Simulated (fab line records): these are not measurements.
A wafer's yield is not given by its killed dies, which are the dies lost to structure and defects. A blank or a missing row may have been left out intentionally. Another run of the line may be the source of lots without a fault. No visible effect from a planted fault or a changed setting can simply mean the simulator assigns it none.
Commonality check across tools -- flow n5 finfet -- Lots sampled 15, wafers sampled 44

## WHAT PROMPTED THE OPENING
At N5_PMOS_HMC_CHANNEL_EPI_THK_MEAS_22 the reading HMC_CMP_THK is flagged on 3 of 15 lots. Wafers without a fault read 53.7 nm, standard deviation 1.1.
Rule: a lot is flagged when every wafer of it that has a number lies more than 4 standard deviations from that mean, or none has a number. As for the other lots, they are considered sound.

lot,measured,on,"HMC_CMP_THK (nm), wafer by wafer",flag
L887,day 1 19:53,film metro-02,55.2 55.2 51.7,
L888,day 2 03:07,film metro-02,55.1 54.4,
L889,day 2 07:47,film metro-02,53.5 54.2 52.8,
L890,day 2 13:26,film metro-02,53.5 53.6 53.9,
L894,day 3 15:05,film metro-02,59.9 60.5 59.9,FLAGGED
L895,day 3 21:16,film metro-02,58.9 59.0 59.1,FLAGGED
L896,day 4 02:40,film metro-01,58.9 58.3 58.7,FLAGGED
L898,day 4 13:46,film metro-02,52.8 55.4 51.6,
L904,day 6 01:59,film metro-01,52.0 53.6 53.2,
L905,day 6 08:13,film metro-01,54.2 54.0 54.6,
L906,day 6 13:43,film metro-01,52.4 54.2 54.7,
L907,day 6 19:46,film metro-01,52.4 54.3 53.9,
L908,day 7 01:43,film metro-02,53.9 53.3 54.6,
L909,day 7 08:35,film metro-02,54.5 55.6 52.2,
L910,day 7 13:45,film metro-02,51.8 53.4 54.0,
On average the flagged lots' numbers are 59.2 nm, which is +5.5 nm against the usual, or +5 standard deviations.

## LOT BY LOT: THE TOOL USED
The record holds 3 process steps before the reading, out of a route of 1938 steps. Cell contents, in order: the tool; ch with the chambers the sampled wafers went through; the start.
lot,flag,N5_WELL_APT_RTA_34,N5_PMOS_HMC_CHANNEL_EPI_HM_DEP_34,N5_PMOS_HMC_CHANNEL_EPI_CMP_21
L887,,"rtp anneal-01 ch 0, day 1 15:48","pecvd-01 ch 0,1, day 1 16:41","cmp-01 ch 0,2,3, day 1 19:35"
L888,,"rtp anneal-01 ch 0, day 1 23:03","pecvd-01 ch 0, day 1 23:59","cmp-02 ch 1,2, day 2 02:50"
L889,,"rtp anneal-02 ch 0, day 2 04:12","pecvd-03 ch 0,2, day 2 05:08","cmp-04 ch 0,2,3, day 2 07:34"
L890,,"rtp anneal-02 ch 0, day 2 09:56","pecvd-03 ch 0,1,2, day 2 10:49","cmp-01 ch 1,2,3, day 2 13:08"
L894,FLAGGED,"rtp anneal-02 ch 0, day 3 11:24","pecvd-01 ch 0,2, day 3 12:19","cmp-02 ch 1,2,3, day 3 14:49"
L895,FLAGGED,"rtp anneal-02 ch 0, day 3 17:44","pecvd-01 ch 0,2, day 3 18:38","cmp-01 ch 1,2,3, day 3 21:03"
L896,FLAGGED,"rtp anneal-02 ch 0, day 3 22:05","pecvd-01 ch 0,1,2, day 3 22:59","cmp-02 ch 0,1,3, day 4 02:25"
L898,,"rtp anneal-01 ch 0, day 4 09:51","pecvd-01 ch 0,1, day 4 10:46","cmp-02 ch 0,1,2, day 4 13:32"
L904,,"rtp anneal-02 ch 0, day 5 22:07","pecvd-02 ch 0,2, day 5 23:14","cmp-01 ch 0,2,3, day 6 01:42"
L905,,"rtp anneal-01 ch 0, day 6 04:31","pecvd-01 ch 0,2, day 6 05:28","cmp-04 ch 0,2,3, day 6 08:00"
L906,,"rtp anneal-02 ch 0, day 6 09:55","pecvd-02 ch 0,1,2, day 6 10:48","cmp-04 ch 2,3, day 6 13:28"
L907,,"rtp anneal-02 ch 0, day 6 16:02","pecvd-03 ch 0,1,2, day 6 16:58","cmp-01 ch 0,1,3, day 6 19:28"
L908,,"rtp anneal-01 ch 0, day 6 21:41","pecvd-02 ch 0,2, day 6 22:35","cmp-02 ch 0,1, day 7 01:25"
L909,,"rtp anneal-01 ch 0, day 7 05:00","pecvd-03 ch 0,1,2, day 7 05:56","cmp-02 ch 0,1,2, day 7 08:17"
L910,,"rtp anneal-01 ch 0, day 7 09:56","pecvd-03 ch 0,1,2, day 7 10:50","cmp-01 ch 0,1,2, day 7 13:32"
What these steps do:
- N5_WELL_APT_RTA_34: time 10 s.
- N5_PMOS_HMC_CHANNEL_EPI_HM_DEP_34: deposits SiO2 from TEOS/O2, target thk 36 nm, time 6.9 s.
- N5_PMOS_HMC_CHANNEL_EPI_CMP_21: polishes SiGe30, target thk 54 nm.
- N5_PMOS_HMC_CHANNEL_EPI_THK_MEAS_22

## FLAGGED OVER TOTAL, TOOL BY TOOL (the gauges that took the reading come last)
step,tool,lots run,flagged,share of the flagged lots,sound lots run after its first flagged lot
N5_WELL_APT_RTA_34,rtp anneal-01,7,0,none,-
N5_WELL_APT_RTA_34,rtp anneal-02,8,3,all,"3 (L904,L906,L907)"
N5_PMOS_HMC_CHANNEL_EPI_HM_DEP_34,pecvd-01,7,3,all,"2 (L898,L905)"
N5_PMOS_HMC_CHANNEL_EPI_HM_DEP_34,pecvd-02,3,0,none,-
N5_PMOS_HMC_CHANNEL_EPI_HM_DEP_34,pecvd-03,5,0,none,-
N5_PMOS_HMC_CHANNEL_EPI_CMP_21,cmp-01,6,1,some,"3 (L904,L907,L910)"
N5_PMOS_HMC_CHANNEL_EPI_CMP_21,cmp-02,6,2,some,"3 (L898,L908,L909)"
N5_PMOS_HMC_CHANNEL_EPI_CMP_21,cmp-04,3,0,none,-
N5_PMOS_HMC_CHANNEL_EPI_THK_MEAS_22,film metro-01,5,1,some,"4 (L904,L905,L906,L907)"
N5_PMOS_HMC_CHANNEL_EPI_THK_MEAS_22,film metro-02,10,2,some,"4 (L898,L908,L909,L910)"

## WHAT THE TABLE PERMITS
In 2 table rows, all flagged lots were run: rtp anneal-02 (N5_WELL_APT_RTA_34), pecvd-01 (N5_PMOS_HMC_CHANNEL_EPI_HM_DEP_34).
- rtp anneal-02 at N5_WELL_APT_RTA_34 ran 8 lots, 3 of them flagged. Sound lots followed the first flagged one (L904, L906, L907) on it, something a lasting fault affecting the whole tool could not allow.
- pecvd-01 at N5_PMOS_HMC_CHANNEL_EPI_HM_DEP_34 ran 7 lots, 3 of them flagged. Sound lots followed the first flagged one (L898, L905) on it, something a lasting fault affecting the whole tool could not allow.
No row of the table ran every flagged lot and no sound lot after the first.

## WHAT HAD BEEN PUT IN BY THE SIMULATOR
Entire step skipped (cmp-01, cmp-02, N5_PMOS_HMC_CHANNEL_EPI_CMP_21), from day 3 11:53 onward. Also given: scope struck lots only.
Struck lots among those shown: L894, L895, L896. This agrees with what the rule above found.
